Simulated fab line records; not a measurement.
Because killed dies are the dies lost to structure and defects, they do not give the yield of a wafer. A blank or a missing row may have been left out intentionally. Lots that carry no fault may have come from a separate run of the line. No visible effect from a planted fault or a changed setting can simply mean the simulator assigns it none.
fab line records ; flow nand_harc
record lots=13; wafers=37; last_day=33
route steps=1302 shown A_SLIT@946 A_WL_FILL@965 END@1302
lots with no fault: from the same line, run without faults
start_h: start of the lot's first displayed wafer, in hours after the record's first day ; wait_h: how many hours have passed since the lot's step before this one ; " as in the row above ; L1.1+2: one row covering several wafers at once ; - no value, or no start was given ; * or withheld: withheld ; < > ~ a bound
route shown NAME@n: NAME is a module with steps in the file, n the number in the route of the first one ; usual: mean/standard deviation taken from wafers without a fault ; same: alike in all rows ; chamber/n: place in a boat ; sites: readings site by site ; _std_site: the standard deviation of these ; _edge_site: mean of outer sites minus mean of inner sites ; radius_mm: how far each site lies from the wafer's centre ; mask NAME#n: copy n ; behind: the last tool/chamber to shape the wafer ; hold: reason for holding the lot/hours on hold/outcome of the hold ; device: names the non-switching transistor (n, p or np) ; end of line: tests run on the same wafers once the route is complete ; a step given without rows: its recipe and nothing more ; killed: dies lost to structure and defects at the first sort, not the wafer's yield ; map: dies across one wafer; x = killed, . = not, _ = none there
set.NAME: the setting as run; set.NAME@STEP: as run at that earlier step ; model.NAME: the simulator's own value behind a step, which no gauge read
route steps across a sampled set of lots; one table per step, one row per wafer
services: from which hour (start_h, from the record's first day; less than 0 if before it) a tool's chamber was out of use, for how many hours, and why
## steps
# step NHARC_A_SLIT_CD_MEAS_21
# usual cd_nm=289.4/0.94
lot.wafer;tool;chamber;start_h;wait_h;cd_nm
L452.1;cd_sem-03;-;462.75;-;289.6
L452.3;cd_sem-03;-;462.75;-;290.5
L452.6;cd_sem-03;-;462.75;-;289.6
L454.1;cd_sem-02;-;486.44;-;290.3
L454.5;cd_sem-02;-;486.44;-;290.0
L454.6;cd_sem-02;-;486.44;-;290.2
L455.1;cd_sem-02;-;492.78;0.1;287.5
L455.4;cd_sem-02;-;492.78;0.1;287.3
L456.2;cd_sem-01;-;496.44;0.1;290.3
L456.4;cd_sem-01;-;496.44;0.1;289.2
L464.4;cd_sem-01;-;584.66;-;289.8
L464.5;cd_sem-01;-;584.66;-;290.0
L464.6;cd_sem-01;-;584.66;-;290.3
L466.3;cd_sem-03;-;596.96;-;289.3
L466.5;cd_sem-03;-;596.96;-;289.8
L466.6;cd_sem-03;-;596.96;-;289.6
L465.1;cd_sem-03;-;601.37;0.1;288.6
L465.3;cd_sem-03;-;601.37;0.1;289.2
L465.4;cd_sem-03;-;601.37;0.1;289.1
L468.1;cd_sem-03;-;615.55;0.1;290.0
L468.2;cd_sem-03;-;615.55;0.1;289.9
L468.5;cd_sem-03;-;615.55;0.1;290.0
L472.1;cd_sem-02;-;652.34;-;290.2
L472.2;cd_sem-02;-;652.34;-;290.5
L472.5;cd_sem-02;-;652.34;-;290.4
L471.1;cd_sem-01;-;655.92;-;290.0
L471.4;cd_sem-01;-;655.92;-;289.9
L471.6;cd_sem-01;-;655.92;-;289.8
L470.1;cd_sem-01;-;656.14;-;289.0
L470.5;cd_sem-01;-;656.14;-;288.8
L470.6;cd_sem-01;-;656.14;-;288.8
L473.1;cd_sem-03;-;667.73;-;289.3
L473.3;cd_sem-03;-;667.73;-;289.0
L473.6;cd_sem-03;-;667.73;-;289.0
L474.1;cd_sem-02;-;689.16;-;289.6
L474.2;cd_sem-02;-;689.16;-;289.8
L474.4;cd_sem-02;-;689.16;-;290.4
# step NHARC_A_WL_FILL_ALD_10
# recipe target_thk_a=500; pulse_time_s=10; ald_cycles=500; temp_c=300; material=SiO2
# usual ald_cycles=500/0; heater_power_w=483/53; precursor_pulse_height_rel=0.999/0.019
lot.wafer;tool;chamber;start_h;wait_h;ald_cycles;heater_power_w;precursor_pulse_height_rel
L452.1;ald_hk-04;1;477.69;1.1;500;512;1.006
L452.3;ald_hk-04;2;477.69;1.1;500;497;0.988
L452.6;ald_hk-04;3;477.69;1.1;500;604;0.981
L454.1;ald_hk-04;2;499.75;1.6;500;504;0.988
L454.6;ald_hk-04;3;499.75;1.6;500;606;0.995
L454.5;ald_hk-04;0;499.75;1.6;500;442;0.992
L455.4;ald_hk-04;1;506.44;0.1;471;504;1.003
L455.1;ald_hk-04;3;507.46;1.1;500;601;1.003
L456.4;ald_hk-04;1;514.51;0.6;471;498;1.009
L456.2;ald_hk-04;3;515.54;1.6;471;607;0.968
L464.4;ald_hk-04;2;599.26;0.6;500;497;0.998
L464.5;ald_hk-04;1;600.79;2.1;500;499;0.987
L464.6;ald_hk-04;2;600.79;2.1;500;510;0.994
L466.3;ald_hk-04;3;611.97;1.1;500;606;0.974
L466.6;ald_hk-04;1;613.00;2.1;500;492;1.000
L466.5;ald_hk-04;2;613.00;2.1;500;508;0.997
L465.3;ald_hk-01;2;623.02;0.7;500;579;0.992
L465.4;ald_hk-01;3;623.02;0.7;500;439;0.999
L465.1;ald_hk-01;0;623.02;0.7;500;446;1.013
L468.1;ald_hk-04;1;630.65;1.8;500;480;1.020
L468.2;ald_hk-04;3;631.68;2.8;500;578;1.030
L468.5;ald_hk-04;0;631.68;2.8;500;434;0.977
L472.2;ald_hk-02;1;667.66;1.7;500;492;1.002
L472.1;ald_hk-02;2;667.66;1.7;500;390;0.950
L472.5;ald_hk-02;0;669.22;3.3;500;451;0.990
L471.1;ald_hk-04;1;671.21;0.1;500;468;0.982
L471.4;ald_hk-04;2;671.21;0.1;500;496;1.004
L471.6;ald_hk-04;1;673.25;2.1;500;488;1.063
L470.1;ald_hk-01;1;672.24;1.1;500;453;0.980
L470.5;ald_hk-01;3;673.26;2.1;500;445;1.025
L470.6;ald_hk-01;0;673.26;2.1;500;452;0.980
L473.1;ald_hk-02;2;681.16;0.1;500;388;1.011
L473.3;ald_hk-02;1;682.70;1.6;500;494;1.004
L473.6;ald_hk-02;3;683.73;2.6;500;476;0.981
L474.4;ald_hk-02;3;702.08;0.2;500;477;1.019
L474.1;ald_hk-02;0;702.08;0.2;500;461;1.025
L474.2;ald_hk-02;1;702.08;0.2;500;489;0.979
# step NHARC_A_WL_FILL_ETCHBACK_26
# recipe target_depth_a=520; time_s=13.3; hbr_flow_sccm=150; rf_w=350; icp_w=350; bias_w=60; chemistry=HBr
# usual bias_w=59.98/0.17; drypump_motor_current_A=5.7/0.48; oes_product_au=0.998/0.0073; throttle_valve_pct=23.266/0.0078
lot.wafer;tool;chamber;start_h;wait_h;bias_w;drypump_motor_current_A;oes_product_au;rf_hours_counter_h;throttle_valve_pct
L452.3;rie_si-04;1;486.82;0.4;59.70;5.7;0.987;0.9;23.257
L452.1;rie_si-04;2;486.82;0.4;60.03;4.8;1.014;0.9;23.275
L452.6;rie_si-04;0;486.82;0.4;59.84;5.3;1.007;-;23.279
L454.1;rie_si-05;3;508.31;0.4;59.95;5.3;0.981;0.1;23.276
L454.6;rie_si-05;2;508.31;0.4;60.04;6.2;0.983;-;23.278
L454.5;rie_si-05;3;508.31;0.4;59.96;5.3;0.982;-;23.265
L455.1;rie_si-02;3;517.18;0.4;60.26;6.3;1.006;0.4;23.272
L455.4;rie_si-02;0;517.18;0.4;59.80;6.0;0.997;0.5;23.278
L456.2;rie_si-05;3;524.03;0.4;59.91;5.3;0.994;0.2;23.253
L456.4;rie_si-05;2;524.03;0.4;60.03;6.2;0.991;0.2;23.263
L464.4;rie_si-05;2;608.80;0.4;60.16;6.2;0.993;0.9;23.269
L464.6;rie_si-05;0;608.80;0.4;60.21;6.2;0.990;-;23.271
L464.5;rie_si-05;1;608.80;0.4;59.90;6.4;0.995;-;23.268
L466.3;rie_si-04;3;620.94;0.4;60.15;5.8;0.992;0.6;23.265
L466.5;rie_si-04;2;620.94;0.4;60.02;4.8;0.991;-;23.265
L466.6;rie_si-04;3;620.94;0.4;59.94;5.8;0.988;-;23.248
L465.1;rie_si-04;0;632.59;0.4;60.18;5.3;1.000;0.6;23.264
L465.4;rie_si-04;1;632.59;0.4;60.04;5.7;0.998;0.6;23.268
L465.3;rie_si-04;2;632.59;0.4;60.27;4.8;0.993;0.7;23.275
L468.1;rie_si-02;0;640.57;0.4;60.04;6.1;1.003;0;23.269
L468.2;rie_si-02;1;640.57;0.4;59.83;5.6;1.005;0;23.270
L468.5;rie_si-02;1;640.57;0.4;59.69;5.6;1.011;-;23.269
L472.2;rie_si-05;3;676.63;0.4;59.79;5.3;0.997;0.1;23.268
L472.1;rie_si-05;0;676.63;0.4;59.70;6.2;0.994;0.1;23.254
L472.5;rie_si-05;3;676.63;0.4;60.02;5.3;0.992;-;23.262
L470.1;rie_si-05;0;681.21;0.4;60.02;6.2;0.997;0.1;23.259
L470.6;rie_si-05;3;681.21;0.4;59.93;5.3;0.996;-;23.257
L470.5;rie_si-05;0;681.21;0.4;59.85;6.2;0.997;-;23.267
L471.1;rie_si-04;2;681.22;0.4;59.73;4.8;1.002;1.0;23.265
L471.4;rie_si-04;3;681.22;0.4;59.87;5.8;1.005;1.0;23.275
L471.6;rie_si-04;1;681.22;0.4;59.85;5.7;0.986;-;23.263
L473.3;rie_si-04;2;691.21;0.4;60.23;4.8;0.999;1.0;23.266
L473.1;rie_si-04;3;691.21;0.4;60.05;5.8;1.003;1.0;23.270
L473.6;rie_si-04;2;691.21;0.4;59.82;4.8;0.994;-;23.270
L474.1;rie_si-04;2;712.12;0.4;60.02;4.8;0.998;0.0;23.261
L474.2;rie_si-04;1;712.12;0.4;59.79;5.7;0.989;0.0;23.266
L474.4;rie_si-04;3;712.12;0.4;60.06;5.8;1.003;-;23.250
# step NHARC_A_WL_FILL_ALD_19
# recipe target_thk_a=20; pulse_time_s=3; ald_cycles=100; temp_c=450; material=TiN
# usual ald_cycles=100/0; heater_power_w=1108/110; precursor_pulse_height_rel=0.999/0.023
lot.wafer;tool;chamber;start_h;wait_h;ald_cycles;heater_power_w;precursor_pulse_height_rel
L452.1;ald_metal-03;0;487.09;0.1;100;1036;1.035
L452.3;ald_metal-03;1;487.09;0.1;100;1069;1.043
L452.6;ald_metal-03;0;487.09;0.1;100;1055;0.994
L454.1;ald_metal-01;2;508.62;0.2;100;1161;0.995
L454.5;ald_metal-01;3;508.62;0.2;100;1037;1.039
L454.6;ald_metal-01;0;508.62;0.2;100;1003;0.990
L455.1;ald_metal-04;1;517.47;0.1;100;1276;0.991
L455.4;ald_metal-04;2;517.47;0.1;100;950;0.980
L456.2;ald_metal-03;2;524.29;0.1;100;1298;1.030
L456.4;ald_metal-03;3;524.29;0.1;100;1233;1.039
L464.4;ald_metal-03;0;609.04;0.1;100;1025;0.970
L464.5;ald_metal-03;0;609.04;0.1;100;1042;0.985
L464.6;ald_metal-03;1;609.04;0.1;100;1130;1.017
L466.3;ald_metal-01;0;621.26;0.2;100;1008;0.983
L466.5;ald_metal-01;1;621.26;0.2;100;1105;1.005
L466.6;ald_metal-01;2;621.26;0.2;100;1159;0.983
L465.4;ald_metal-04;2;632.85;0.1;100;951;1.044
L465.1;ald_metal-04;3;632.85;0.1;100;948;0.957
L465.3;ald_metal-04;0;632.85;0.1;100;1069;0.992
L468.2;ald_metal-03;0;640.88;0.1;100;1017;0.948
L468.1;ald_metal-03;1;640.88;0.1;100;1145;0.991
L468.5;ald_metal-03;3;640.88;0.1;100;1173;1.039
L472.1;ald_metal-03;1;676.93;0.1;100;1153;1.009
L472.2;ald_metal-03;2;676.93;0.1;100;1363;1.052
L472.5;ald_metal-03;0;676.93;0.1;100;1049;1.024
L471.4;ald_metal-03;1;681.50;0.1;100;1127;0.976
L471.1;ald_metal-03;2;681.50;0.1;100;1327;1.001
L471.6;ald_metal-03;0;681.50;0.1;100;1048;0.974
L470.1;ald_metal-04;2;681.52;0.2;100;1031;0.995
L470.5;ald_metal-04;3;681.52;0.2;100;978;0.961
L470.6;ald_metal-04;0;681.52;0.2;100;1087;0.991
L473.3;ald_metal-01;0;691.50;0.1;100;1012;1.024
L473.1;ald_metal-01;2;691.50;0.1;100;1171;1.000
L473.6;ald_metal-01;3;691.50;0.1;100;992;1.031
L474.4;ald_metal-04;3;712.44;0.1;100;1003;0.981
L474.1;ald_metal-04;1;712.44;0.1;100;1191;0.976
L474.2;ald_metal-04;2;712.44;0.1;100;1031;0.964
# step NHARC_END_SORT_01
# recipe temp_c=25
# usual killed_at_array=46/15; killed_at_other=0.8/1.1; killed_at_periphery=4.0/2.9; killed_dies=50/15; killed_open=3.2/1.8; killed_short=2.3/1.6
# same gross_dies=677
lot.wafer;tool;chamber;start_h;wait_h;killed_at_array;killed_at_other;killed_at_periphery;killed_dies;killed_open;killed_short
L452.1;prober-02;0;564.93;2.5;59;1;1;61;4;2
L452.3;prober-02;0;566.53;3.1;74;0;5;79;4;1
L452.6;prober-02;0;568.94;4.0;63;3;3;69;2;1
L455.1;prober-01;0;593.07;2.5;41;2;1;44;4;2
L455.4;prober-01;0;595.51;3.4;47;1;9;57;5;3
L456.4;prober-02;0;604.04;3.4;48;1;2;51;4;4
# killed by level:class
L452.1 A_CHANNEL_HOLE_D1:chamber_film_flake=20 A_CHANNEL_HOLE_D2:chamber_film_flake=17 A_SLIT:chamber_film_flake=9 A_STAIRCASE:chamber_film_flake=5 A_CONTACT:geometric_particle:open=2 A_CHANNEL_HOLE_D1:geometric_particle:short=1 A_DECK1_JOINT:geometric_particle:open=1 A_CHANNEL_FILL_D2:geometric_particle:open=1
L452.3 A_CHANNEL_HOLE_D1:chamber_film_flake=19 A_SLIT:chamber_film_flake=19 A_CHANNEL_HOLE_D2:chamber_film_flake=18 A_STAIRCASE:chamber_film_flake=7 P_ZERO_WELL:chamber_film_flake=3 A_CONTACT:chamber_film_flake=3 A_ZERO_WELL:chamber_film_flake=2 A_WL_FILL:chamber_film_flake=2
L452.6 A_CHANNEL_HOLE_D2:chamber_film_flake=26 A_CHANNEL_HOLE_D1:chamber_film_flake=15 A_SLIT:chamber_film_flake=13 A_STAIRCASE:chamber_film_flake=3 THIN_TSV:chamber_film_flake=3 P_ZERO_WELL:chamber_film_flake=2 A_CHANNEL_FILL_D2:chamber_film_flake=2 A_ONON_D1:geometric_particle:open=1
L455.1 A_CHANNEL_HOLE_D2:chamber_film_flake=24 A_CHANNEL_HOLE_D1:chamber_film_flake=4 A_STAIRCASE:chamber_film_flake=3 A_CHANNEL_FILL_D2:chamber_film_flake=2 THIN_TSV:chamber_film_flake=2 P_GATE:geometric_particle:open=1 A_ONON_D1:geometric_particle:open=1 A_CHANNEL_FILL_D1:geometric_particle:short=1
L455.4 A_CHANNEL_HOLE_D2:chamber_film_flake=25 A_STAIRCASE:chamber_film_flake=6 P_ZERO_WELL:chamber_film_flake=5 A_CHANNEL_HOLE_D1:chamber_film_flake=4 A_DECK1_JOINT:chamber_film_flake=3 P_STI:chamber_film_flake=2 P_CONTACT:geometric_particle:open=1 P_M0:geometric_particle:open=1
L456.4 A_SLIT:chamber_film_flake=15 A_CHANNEL_HOLE_D2:chamber_film_flake=9 A_CHANNEL_HOLE_D1:chamber_film_flake=7 A_CONTACT:chamber_film_flake=6 A_ONON_D2:geometric_particle:open=3 A_STAIRCASE:chamber_film_flake=3 P_M2:geometric_particle:open=1 A_ONON_D1:geometric_particle:short=1
## services
tool;chamber;start_h;hours;kind
ald_metal-04;-;459.64;0.2;repair
ald_metal-04;-;474.00;10.0;pm
ald_metal-01;2;479.94;4.6;repair
rie_si-05;-;482.00;9.0;pm
ald_metal-03;-;490.37;1.2;repair
rie_si-04;-;519.00;9.0;pm
ald_metal-01;-;526.17;10.0;pm
ald_metal-04;-;529.29;0.6;repair
ald_hk-02;-;531.35;10.0;pm
ald_hk-02;-;554.60;1.1;repair
ald_metal-03;-;568.00;10.0;pm
rie_si-04;3;601.34;2.5;repair
ald_hk-04;-;615.59;10.0;pm
ald_metal-01;3;622.18;41.3;repair
rie_si-04;0;624.26;2.9;repair
rie_si-05;-;631.57;0.6;repair
ald_hk-04;-;635.20;1.0;repair
rie_si-05;2;636.42;35.5;repair
ald_metal-04;-;652.00;10.0;pm
rie_si-05;-;659.00;9.0;pm
ald_metal-01;1;664.35;25.6;repair
ald_metal-03;3;694.68;20.4;repair
rie_si-04;-;695.88;0.6;repair
rie_si-04;0;708.86;6.3;repair
## key
first_sign step=NHARC_A_WL_FILL_ALD_10; reading=ald_cycles; direction=down; sigmas=99+; usual=500; struck=471
effect none on later readings
met_at NHARC_A_WL_FILL_ALD_10
struck_lots L455,L456
struck_wafers L455.4,L456.2,L456.4
tester_left_out L455,L456
not_acting_at NHARC_A_SLIT_CD_MEAS_21,NHARC_A_WL_FILL_ETCHBACK_26,NHARC_A_WL_FILL_ALD_19
onset_between 499.75 506.44
fault kind=process_parameter_drift; tool=ald_hk-04; chamber=-; onset_h=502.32; steps=NHARC_A_WL_FILL_ALD_10; channel=ald_cycles; offset=-29; shape=step; end_h=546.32; scope=struck_wafers_only; acts_in=these_recipes_only; stated=500
# tester_left_out: of these lots the tester's yield and bins aren't shown, on N5 and GAA mostly nor the transistor test; their killed dies are dies lost to structure and defects alone, not to doping, threshold or leakage, so they don't give the yield
